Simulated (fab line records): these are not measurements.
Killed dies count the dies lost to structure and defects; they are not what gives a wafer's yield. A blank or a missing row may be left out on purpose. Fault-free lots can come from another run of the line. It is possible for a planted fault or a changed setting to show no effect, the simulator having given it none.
fab line records + flow n5Finfet
record
- lots=6
- wafers=18
- lastDay=18
route steps=1938 shown BEOL_M13@1694 PASSIVATION@1936
lots with no fault: from the same line, run without faults
startH: hours from the record's opening day to when the first of the lot's shown wafers began + waitH: hours since the lot's step before + " repeats the value in the row above + L1.1+2: several wafers, shown together as one row + - no value, or no start was given + * or withheld: withheld + < > ~ a bound
route shown NAME@n: a module of which the file shows steps, and the number in the route of the first + usual: mean/standard deviation taken from wafers without a fault + same: alike in all rows + chamber/n: place in a boat + sites: each site's reading + _std_site: the standard deviation of these + _edge_site: mean of outer sites minus mean of inner sites + radiusMm: for every site, how far away it sits from the centre of the wafer + mask NAME#n: copy n + behind: the tool/chamber that last shaped the wafer + hold: why the lot went on hold/how many hours it stayed there/how the hold came to an end + device: the n, p or np transistor that did not switch + end of line: the same wafers' tests at the end of the route + where a step has no rows: the recipe by itself + killed: dies that structure and defects cost at the first sort, which is not the same as the wafer's yield + map: a wafer's dies, marking killed ones x, the rest . and places with no die _
set.NAME: the run value of the setting; set.NAME@STEP: its run value at that earlier step + model.NAME: the simulator's own value behind a step, which no gauge read
a table for each step, a row for each wafer; lots at some steps of the route
services: from which hour (startH, from the record's first day; less than 0 if before it) a tool's chamber was out of use, for how many hours, and why
## steps
# step N5_BEOL_M13_ETCH_68
# recipe
- chemistry=N2/H2
- target=SOC
- maskMaterial=SiARC
- sourceW=3000
- biasW=350
- tempC=40
- timeS=355
- ionEnergyEv=200
- pressureMtorr=30
- n2FlowSccm=200
- h2FlowSccm=200
# usual
- drypumpMotorCurrentA=5.5/0.38
- oesProductAu=0.78/0.074
- rfVppV=524.8/2.3
- showerheadPlenumPTorr=2.58/0.077
- throttleValvePct=17.91/0.18
| lot.wafer | tool       | chamber | startH | waitH | drypumpMotorCurrentA | oesProductAu | rfHoursCounterH | rfVppV | showerheadPlenumPTorr | throttleValvePct |
|-----------|------------|---------|--------|-------|----------------------|--------------|-----------------|--------|-----------------------|------------------|
| L790.1    | rieDiel-02 | 2       | 274.49 | 0.1   | 5.7                  | 0.73         | 180             | 525.3  | 2.64                  | 17.84            |
| L790.5    | "          | 3       | "      | "     | 5.7                  | 0.88         | -               | 529.2  | 2.71                  | 17.65            |
| L790.6    | "          | 0       | "      | "     | 5.6                  | 0.78         | -               | 524.3  | 2.57                  | 18.02            |
| L794.2    | rieDiel-05 | 0       | 311.61 | 0.1   | 5.0                  | 0.89         | 30              | 526.4  | 2.62                  | 18.25            |
| L794.4    | "          | 2       | "      | "     | 5.7                  | 0.72         | 195             | 520.0  | 2.41                  | 18.01            |
| L794.6    | "          | 2       | "      | "     | 5.7                  | 0.71         | -               | 520.0  | 2.41                  | 18.02            |
| L804.1    | rieDiel-04 | 3       | 379.12 | 0.1   | 5.4                  | 0.90         | 25              | 521.1  | 2.50                  | 17.86            |
| L804.2    | "          | 1       | "      | "     | 5.0                  | 0.72         | 199             | 527.7  | 2.62                  | 17.87            |
| L804.3    | "          | 2       | "      | "     | 5.0                  | 0.82         | 70              | 525.6  | 2.57                  | 17.85            |
| L786.1    | rieDiel-05 | 2       | 382.60 | 0.1   | 5.6                  | 0.70         | 217             | 520.6  | 2.40                  | 18.06            |
| L786.4    | "          | 0       | "      | "     | 5.0                  | 0.87         | 50              | 523.1  | 2.61                  | 18.29            |
| L786.6    | "          | 1       | "      | "     | 6.1                  | 0.76         | -               | 524.4  | 2.56                  | 18.19            |
| L805.2    | rieDiel-05 | 3       | 387.36 | 0.1   | 5.4                  | 0.71         | 233             | 519.9  | 2.39                  | 17.74            |
| L805.4    | "          | 0       | "      | "     | 5.0                  | 0.86         | 51              | 525.3  | 2.61                  | 18.29            |
| L805.5    | "          | 1       | "      | "     | 6.2                  | 0.76         | -               | 523.6  | 2.56                  | 18.21            |
| L807.2    | rieDiel-02 | 0       | 400.72 | 0.1   | 5.6                  | 0.74         | 165             | 523.9  | 2.55                  | 18.05            |
| L807.4    | "          | 1       | "      | "     | 6.0                  | 0.80         | 107             | 524.5  | 2.56                  | 18.17            |
| L807.5    | "          | 0       | "      | "     | 5.6                  | 0.74         | -               | 523.3  | 2.55                  | 18.06            |
# step N5_BEOL_M13_STRIP_69
# recipe
- chemistry=N2/H2
- tempC=40
- n2FlowSccm=200
- h2FlowSccm=200
- rfFrequencyHz=6e+07
# step N5_BEOL_M13_TRENCH_ETCH_34
# recipe
- chemistry=C4F8/O2/Ar
- target=SiOC
- targetDepthA=4134.7
- maskMaterial=SOC
- pressureMtorr=30
- sourceW=3000
- biasW=700
- Ar_flow_sccm=400
- C4F8_flow_sccm=15
- O2_flow_sccm=8
- heInnerTorr=15
- heOuterTorr=30
- timeS=162.6
- ionEnergyEv=250
# step N5_BEOL_M13_STRIP_70
# recipe
- chemistry=C4F8/O2/Ar
- resist=SiARC
- rfFrequencyHz=6e+07
# step N5_BEOL_M13_OCD_MEAS_35
# usual
- trenchDepthNm=414/7
| lot.wafer | tool   | chamber | startH | waitH | trenchDepthNm |
|-----------|--------|---------|--------|-------|---------------|
| L790.1    | ocd-02 | -       | 274.89 | 0.0   | 419           |
| L790.5    | "      | -       | "      | "     | 416           |
| L790.6    | "      | -       | "      | "     | 422           |
| L794.2    | ocd-01 | -       | 312.00 | 0.0   | 420           |
| L794.4    | "      | -       | "      | "     | 410           |
| L794.6    | "      | -       | "      | "     | 407           |
| L804.1    | ocd-01 | -       | 379.51 | 0.0   | 414           |
| L804.2    | "      | -       | "      | "     | 402           |
| L804.3    | "      | -       | "      | "     | 415           |
| L786.1    | ocd-01 | -       | 382.99 | 0.0   | 405           |
| L786.4    | "      | -       | "      | "     | 421           |
| L786.6    | "      | -       | "      | "     | 407           |
| L805.2    | ocd-01 | -       | 387.76 | 0.0   | 407           |
| L805.4    | "      | -       | "      | "     | 416           |
| L805.5    | "      | -       | "      | "     | 409           |
| L807.2    | ocd-02 | -       | 401.12 | 0.0   | 420           |
| L807.4    | "      | -       | "      | "     | 417           |
| L807.5    | "      | -       | "      | "     | 421           |
# step N5_BEOL_M13_STRIP_37
# recipe
- chemistry=N2/H2
- powerW=1000
- tempC=250
- h2Frac=0.65
- overashFraction=0.3
- pressureMtorr=withheld
- n2FlowSccm=1750
- h2FlowSccm=3250
# step N5_BEOL_M13_ETCH_38
# recipe
- chemistry=CF4/N2
- target=SiCN
- targetDepthA=675
- taperDeg=2
- timeS=71.9
- ionEnergyEv=150
- maskMaterial=SiO2
- pressureMtorr=40
- sourceW=430
- biasW=70
- Ar_flow_sccm=100
- cf4FlowSccm=60
- n2FlowSccm=60
# usual
- drypumpMotorCurrentA=5.5/0.39
- oesProductAu=0.78/0.082
- rfVppV=382.9/1.8
- showerheadPlenumPTorr=2.24/0.067
- throttleValvePct=15.56/0.13
| lot.wafer | tool       | chamber | startH | waitH | drypumpMotorCurrentA | oesProductAu | rfHoursCounterH | rfVppV | showerheadPlenumPTorr | throttleValvePct |
|-----------|------------|---------|--------|-------|----------------------|--------------|-----------------|--------|-----------------------|------------------|
| L790.1    | rieDiel-04 | 1       | 276.93 | -     | 5.0                  | 0.72         | 167             | 383.5  | 2.29                  | 15.56            |
| L790.5    | "          | 2       | "      | "     | 5.0                  | 0.87         | -               | 382.2  | 2.25                  | 15.54            |
| L790.6    | "          | 1       | "      | "     | 5.0                  | 0.72         | -               | 384.3  | 2.29                  | 15.55            |
| L794.2    | rieDiel-04 | 0       | 313.21 | -     | 5.4                  | 0.70         | 232             | 383.0  | 2.28                  | 15.46            |
| L794.4    | "          | 3       | "      | "     | 5.3                  | 0.93         | 13              | 380.7  | 2.16                  | 15.38            |
| L794.6    | "          | 1       | "      | "     | 5.0                  | 0.70         | -               | 383.4  | 2.29                  | 15.57            |
| L804.1    | rieDiel-02 | 3       | 379.63 | -     | 5.7                  | 0.85         | 67              | 385.1  | 2.34                  | 15.43            |
| L804.2    | "          | 1       | "      | "     | 6.0                  | 0.81         | 101             | 381.7  | 2.22                  | 15.77            |
| L804.3    | "          | 0       | "      | "     | 5.6                  | 0.73         | 160             | 382.5  | 2.22                  | 15.71            |
| L786.1    | rieDiel-02 | 3       | 383.13 | -     | 5.7                  | 0.85         | 68              | 385.4  | 2.34                  | 15.43            |
| L786.4    | "          | 2       | "      | "     | 5.7                  | 0.71         | 214             | 382.6  | 2.27                  | 15.59            |
| L786.6    | "          | 3       | "      | "     | 5.7                  | 0.85         | -               | 386.3  | 2.34                  | 15.45            |
| L805.2    | rieDiel-05 | 3       | 389.47 | -     | 5.4                  | 0.70         | 234             | 379.8  | 2.11                  | 15.62            |
| L805.4    | "          | 1       | "      | "     | 6.2                  | 0.76         | 146             | 381.4  | 2.21                  | 15.59            |
| L805.5    | "          | 0       | "      | "     | 4.9                  | 0.86         | -               | 384.8  | 2.25                  | 15.64            |
| L807.2    | rieDiel-04 | 3       | 401.24 | -     | 5.4                  | 0.89         | 31              | 380.4  | 2.16                  | 15.42            |
| L807.4    | "          | 2       | "      | "     | 5.0                  | 0.81         | 76              | 384.1  | 2.24                  | 15.63            |
| L807.5    | "          | 0       | "      | "     | 5.5                  | 0.99         | -               | 384.4  | 2.27                  | 14.96            |
# step N5_BEOL_M13_PRECLEAN_39
# recipe
- chemistry=residueRemover
- timeS=60
- tempC=40
# step N5_BEOL_M13_SRD_40
# recipe
- timeS=30
- tempC=23
- rinseLiquid=diw
- dry=n2Spin
- spinRpm=1500
- dryTimeS=30
# step N5_BEOL_M13_DEGAS_41
# recipe
- ambient=vacuum
- tempC=250
- timeS=60
# usual
- heaterPowerW=322/23
| lot.wafer | tool          | chamber | startH | waitH | heaterPowerW |
|-----------|---------------|---------|--------|-------|--------------|
| L790.1    | pvdSputter-02 | -       | 277.37 | 0.3   | 341          |
| L790.5    | "             | -       | "      | "     | 334          |
| L790.6    | "             | -       | "      | "     | 301          |
| L794.2    | pvdSputter-02 | -       | 313.80 | 0.4   | 349          |
| L794.4    | "             | -       | "      | "     | 307          |
| L794.6    | "             | -       | "      | "     | 298          |
| L804.1    | pvdSputter-02 | -       | 380.09 | 0.3   | 301          |
| L804.2    | "             | -       | "      | "     | 335          |
| L804.3    | "             | -       | "      | "     | 337          |
| L786.1    | pvdSputter-01 | -       | 383.95 | 0.6   | 304          |
| L786.4    | "             | -       | "      | "     | 327          |
| L786.6    | "             | -       | "      | "     | 294          |
| L805.2    | pvdSputter-02 | -       | 389.82 | 0.2   | 336          |
| L805.4    | "             | -       | "      | "     | 296          |
| L805.5    | "             | -       | "      | "     | 334          |
| L807.2    | pvdSputter-01 | -       | 401.71 | 0.3   | 323          |
| L807.4    | "             | -       | "      | "     | 295          |
| L807.5    | "             | -       | "      | "     | 329          |
# step N5_BEOL_M13_PRE_CLEAN_42
# recipe
- gas=H2/He
- timeS=30
- tempC=250
# usual
- heaterPowerW=322/24
| lot.wafer | tool          | chamber | startH | waitH | heaterPowerW |
|-----------|---------------|---------|--------|-------|--------------|
| L790.1    | pvdSputter-02 | -       | 277.41 | 0.0   | 332          |
| L790.5    | "             | -       | "      | "     | 343          |
| L790.6    | "             | -       | "      | "     | 308          |
| L794.2    | pvdSputter-02 | -       | 313.84 | 0.0   | 340          |
| L794.4    | "             | -       | "      | "     | 302          |
| L794.6    | "             | -       | "      | "     | 313          |
| L804.1    | pvdSputter-02 | -       | 380.13 | 0.0   | 303          |
| L804.2    | "             | -       | "      | "     | 341          |
| L804.3    | "             | -       | "      | "     | 337          |
| L786.1    | pvdSputter-01 | -       | 383.99 | 0.0   | 303          |
| L786.4    | "             | -       | "      | "     | 325          |
| L786.6    | "             | -       | "      | "     | 299          |
| L805.2    | pvdSputter-02 | -       | 389.86 | 0.0   | 344          |
| L805.4    | "             | -       | "      | "     | 301          |
| L805.5    | "             | -       | "      | "     | 332          |
| L807.2    | pvdSputter-01 | -       | 401.75 | 0.0   | 321          |
| L807.4    | "             | -       | "      | "     | 306          |
| L807.5    | "             | -       | "      | "     | 327          |
# step N5_BEOL_M13_SPUTTER_43
# recipe
- material=TaN
- targetThkA=150
- tempC=50
- biasV=168.6
- powerW=15000
- chamberPressurePa=0.12
- timeS=24.19
# step N5_BEOL_M13_SPUTTER_44
# recipe
- material=Ta
- targetThkA=100
- tempC=50
- biasV=80
- powerW=15000
- chamberPressurePa=0.07
- timeS=16.13
# usual
- cathodeDcPowerW=15000/2.7
- throttleValvePct=29.6/1.2
| lot.wafer | tool          | chamber | startH | waitH | cathodeDcPowerW | throttleValvePct | model.Ta_of_BEOL_M13_SPUTTER_44.thkNm |
|-----------|---------------|---------|--------|-------|-----------------|------------------|---------------------------------------|
| L790.1    | pvdSputter-02 | -       | 277.53 | 0.0   | 15005           | 29.6             | 10.2                                  |
| L790.5    | "             | -       | "      | "     | 15001           | 29.9             | 10                                    |
| L790.6    | "             | -       | "      | "     | 15001           | 29.9             | 10.2                                  |
| L794.2    | pvdSputter-02 | -       | 313.96 | 0.0   | 15001           | 29.8             | 10                                    |
| L794.4    | "             | -       | "      | "     | 14999           | 29.4             | 10.2                                  |
| L794.6    | "             | -       | "      | "     | 14998           | 29.3             | 10.2                                  |
| L804.1    | pvdSputter-02 | -       | 380.25 | 0.0   | 15001           | 29.5             | 10.6                                  |
| L804.2    | "             | -       | "      | "     | 15004           | 29.8             | 10.6                                  |
| L804.3    | "             | -       | "      | "     | 15002           | 29.8             | 10                                    |
| L786.1    | pvdSputter-01 | -       | 384.11 | 0.0   | 15004           | 28.3             | 10                                    |
| L786.4    | "             | -       | "      | "     | 14996           | 31.6             | 10                                    |
| L786.6    | "             | -       | "      | "     | 14997           | 28.7             | 10                                    |
| L805.2    | pvdSputter-02 | -       | 389.98 | 0.0   | 15002           | 29.9             | 10.8                                  |
| L805.4    | "             | -       | "      | "     | 15005           | 29.6             | 11                                    |
| L805.5    | "             | -       | "      | "     | 15000           | 30.1             | 10.2                                  |
| L807.2    | pvdSputter-01 | -       | 401.87 | 0.0   | 14998           | 31.8             | 10                                    |
| L807.4    | "             | -       | "      | "     | 15001           | 27.9             | 9.8                                   |
| L807.5    | "             | -       | "      | "     | 14999           | 31.6             | 10                                    |
# step N5_BEOL_M13_SPUTTER_45
# recipe
- material=Cu
- targetThkA=800
- tempC=-20
- biasV=60
- powerW=26000
- chamberPressurePa=0.13
- timeS=13.33
# usual
- cathodeDcPowerW=26000/4.4
- chuckSensorTempC=-15.9/0.57
- throttleValvePct=29.6/1.2
| lot.wafer | tool          | chamber | startH | waitH | cathodeDcPowerW | chuckSensorTempC | throttleValvePct |
|-----------|---------------|---------|--------|-------|-----------------|------------------|------------------|
| L790.1    | pvdSputter-02 | -       | 277.61 | 0.0   | 26008           | -15.9            | 29.8             |
| L790.5    | "             | -       | "      | "     | 26001           | -15.7            | 29.9             |
| L790.6    | "             | -       | "      | "     | 25996           | -16.2            | 29.7             |
| L794.2    | pvdSputter-02 | -       | 314.04 | 0.0   | 26003           | -16.0            | 29.8             |
| L794.4    | "             | -       | "      | "     | 25999           | -16.2            | 29.5             |
| L794.6    | "             | -       | "      | "     | 26001           | -16.1            | 29.7             |
| L804.1    | pvdSputter-02 | -       | 380.33 | 0.0   | 26005           | -16.2            | 29.5             |
| L804.2    | "             | -       | "      | "     | 26006           | -16.0            | 29.6             |
| L804.3    | "             | -       | "      | "     | 26000           | -16.1            | 29.7             |
| L786.1    | pvdSputter-01 | -       | 384.19 | 0.0   | 26002           | -15.2            | 28.3             |
| L786.4    | "             | -       | "      | "     | 26006           | -15.8            | 31.5             |
| L786.6    | "             | -       | "      | "     | 25999           | -15.0            | 28.5             |
| L805.2    | pvdSputter-02 | -       | 390.06 | 0.0   | 25999           | -15.9            | 29.6             |
| L805.4    | "             | -       | "      | "     | 26002           | -16.0            | 29.6             |
| L805.5    | "             | -       | "      | "     | 26001           | -16.1            | 29.9             |
| L807.2    | pvdSputter-01 | -       | 401.95 | 0.0   | 25997           | -15.8            | 31.5             |
| L807.4    | "             | -       | "      | "     | 26000           | -15.1            | 28.4             |
| L807.5    | "             | -       | "      | "     | 26005           | -15.9            | 31.6             |
# step N5_PASSIVATION_PROBE_49
# usual
- defectLimitedYield=91.0/1.3
- killed_at_M0_to_M3=33/10
- killed_at_M4_up=14/5.6
- killedAtContacts=12/5.8
- killedAtFrontEnd=43/11
- killedAtOther=4.1/2.8
- killedDies=106/15
- killedOpen=70/12
- killedShort=34/7.5
- sort_bin_5_function=5.3/0.88
- sort_bin_6_memory=3.3/0.64
- sort_bin_8_speed=0.00/0.016
- sortNPass=1074/15
- sortYieldPct=91.0/1.3
# same
- grossDies=1180
- killedAtBackSide=0
- sort_bin_4_leakage[%]=0
| lot.wafer | tool      | chamber | startH | waitH | defectLimitedYield[%] | killed_at_M0_to_M3 | killed_at_M4_up | killedAtContacts | killedAtFrontEnd | killedAtOther | killedDies | killedOpen | killedShort | sort_bin_5_function[%] | sort_bin_6_memory[%] | sort_bin_8_speed[%] | sortNPass | sortYieldPct[%] |
|-----------|-----------|---------|--------|-------|-----------------------|--------------------|-----------------|------------------|------------------|---------------|------------|------------|-------------|------------------------|----------------------|---------------------|-----------|-----------------|
| L790.1    | prober-02 | -       | 303.44 | 0.0   | 90.8                  | 22                 | 9               | 13               | 60               | 4             | 108        | 67         | 37          | 4.7                    | 4.1                  | 0                   | 1072      | 90.8            |
| L790.5    | prober-02 | -       | 303.64 | 0.2   | 90.3                  | 30                 | 22              | 12               | 44               | 7             | 115        | 81         | 32          | 5.0                    | 4.5                  | 0                   | 1065      | 90.3            |
| L794.2    | prober-02 | -       | 341.36 | 0.1   | 90.5                  | 41                 | 14              | 3                | 48               | 6             | 112        | 76         | 34          | 5.3                    | 4.1                  | 0                   | 1068      | 90.5            |
| L794.4    | prober-02 | -       | 341.46 | 0.2   | 90.3                  | 27                 | 23              | 13               | 48               | 3             | 114        | 79         | 34          | 5.6                    | 3.5                  | 0                   | 1066      | 90.3            |
| L794.6    | prober-02 | -       | 341.56 | 0.3   | 89.2                  | 44                 | 15              | 7                | 53               | 8             | 127        | 82         | 39          | 6.5                    | 3.4                  | 0                   | 1053      | 89.2            |
# killed by level:class
L790.1 FIN_SAQP:geometricParticle:short=11 STI_FIN_REVEAL:geometricParticle:open=11 MOL_CONTACT_COAG:geometricParticle:open=10 FIN_SAQP:geometricParticle:open=9 STI_FIN_REVEAL:geometricParticle:short=6 GATE_CUT:geometricParticle:open=6 BEOL_M0_SAQP:geometricParticle:open=6 BEOL_M1:geometricParticle:open=6
L790.5 STI_FIN_REVEAL:geometricParticle:open=19 MOL_CONTACT_COAG:geometricParticle:open=9 BEOL_M0_SAQP:geometricParticle:open=9 BEOL_M4:geometricParticle:open=8 STI_FIN_REVEAL:geometricParticle:short=5 STARTING-WAFER:geometricParticle:short=5 BEOL_M0_SAQP:geometricParticle:short=4 BEOL_M0:geometricParticle:open=4
L794.2 STI_FIN_REVEAL:geometricParticle:open=16 BEOL_M3:geometricParticle:open=12 FIN_SAQP:geometricParticle:open=9 BEOL_M0_SAQP:geometricParticle:open=6 BEOL_M4:geometricParticle:open=6 BEOL_M0:geometricParticle:open=5 BEOL_M3:geometricParticle:short=5 FIN_SAQP:geometricParticle:short=4
L794.4 FIN_SAQP:geometricParticle:open=15 MOL_CONTACT_COAG:geometricParticle:open=11 STI_FIN_REVEAL:geometricParticle:open=9 BEOL_M4:geometricParticle:open=7 FIN_SAQP:geometricParticle:short=6 BEOL_M0:geometricParticle:open=6 GATE_CUT:geometricParticle:short=5 BEOL_M0_SAQP:geometricParticle:short=5
L794.6 FIN_SAQP:geometricParticle:open=13 BEOL_M0_SAQP:geometricParticle:short=10 FIN_SAQP:geometricParticle:short=9 STI_FIN_REVEAL:geometricParticle:open=9 BEOL_M0_SAQP:geometricParticle:open=9 BEOL_M0:geometricParticle:open=7 BEOL_M4:geometricParticle:open=7 GATE_CUT:geometricParticle:short=6
## services
| tool          | chamber | startH | hours | kind                        |
|---------------|---------|--------|-------|-----------------------------|
| rieDiel-05    | 3       | 263.47 | 13.5  | repair                      |
| rieDiel-02    | 3       | 294.20 | 9.6   | repair                      |
| pvdSputter-02 | -       | 302.85 | 7.1   | repair                      |
| pvdSputter-01 | -       | 320.59 | 12.8  | repair                      |
| rieDiel-04    | 3       | 330.35 | 22.4  | repair                      |
| rieDiel-04    | 0       | 370.65 | -     | clean                       |
| rieDiel-04    | 0       | 370.65 | -     | consumableReplace:focusRing |
| rieDiel-04    | 0       | 370.65 | 17.5  | scheduledDown               |
| rieDiel-04    | 0       | 370.65 | 17.5  | ventCycle                   |
| rieDiel-02    | 0       | 375.55 | 2.3   | repair                      |
| rieDiel-05    | 2       | 392.86 | 3.8   | repair                      |
## key
firstSign none at tools or gauges
modelEffect
- step=N5_BEOL_M13_SPUTTER_44
- value=Ta_of_BEOL_M13_SPUTTER_44.thkNm
- without=10.15
- struck=10.75
metAt N5_BEOL_M13_SPUTTER_44
struckWafers L804.1,L804.2,L805.2,L805.4
onsetBetween 313.96 380.25
fault
- kind=processParameterDrift
- tool=pvdSputter-02
- chamber=-
- onsetH=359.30
- steps=N5_BEOL_M13_SPUTTER_44
- channel=timeS
- offset=*
- shape=step
- endH=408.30
- scope=struckWafersOnly
- actsIn=*
- stated=*
